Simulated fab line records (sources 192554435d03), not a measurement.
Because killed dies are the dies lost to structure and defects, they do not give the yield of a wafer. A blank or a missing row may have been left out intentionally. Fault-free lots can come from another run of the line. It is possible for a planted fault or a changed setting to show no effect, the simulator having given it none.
Chamber matching ; flow n5-finfet ; pecvd-02 running N5_BEOL_M7_PECVD_70: 3 sister chambers
The step deposits SiO2 from TEOS/O2, target thk 20 nm, time 22.7 s. 6 wafers are shown with their chamber, then 9 later ones without.

EACH WAFER AND ITS CHAMBER
wafer;chamber;showerhead-plenum-p-Torr (Torr);throttle-valve-pct (%)
L081.4;1;8.67;20.7
L086.2;2;8.81;20.4
L086.6;2;8.79;20.6
L090.1;0;8.72;21.2
L090.3;0;8.72;21.2
L090.4;1;8.70;20.6

WAFERS WITHOUT THEIR CHAMBER
wafer;showerhead-plenum-p-Torr (Torr);throttle-valve-pct (%)
L088.1;8.70;20.6
L088.4;8.74;21.5
L088.6;8.67;20.7
L091.2;8.69;20.7
L091.5;8.68;20.7
L091.6;8.78;20.8
L094.1;8.69;20.7
L094.5;8.80;20.8
L094.6;8.69;20.7

WHICH CHAMBER EACH WENT THROUGH
wafer;from the rows above;in truth
L088.1;1;1
L088.4;0;0
L088.6;1;1
L091.2;1;1
L091.5;1;1
L091.6;2;2
L094.1;1;1
L094.5;2;2
L094.6;1;1
Correct placement for 9 of the 9. Can't be placed from these rows: 0. Number placed wrongly: 0.
How it was worked out, from the rows above alone: a wafer's distance from a chamber is the root of the sum, over the readings, of the square of ((its reading less the chamber's mean) divided by the reading's scatter). If the next closest chamber is less than 2 further off than the closest, the wafer can't be placed; otherwise it belongs to the closest. The mean given for a chamber averages the wafers shown for that chamber. The scatter: the root of (the sum of the squares of (reading less its chamber's mean) over the shown wafers, divided by (wafers less chambers)).
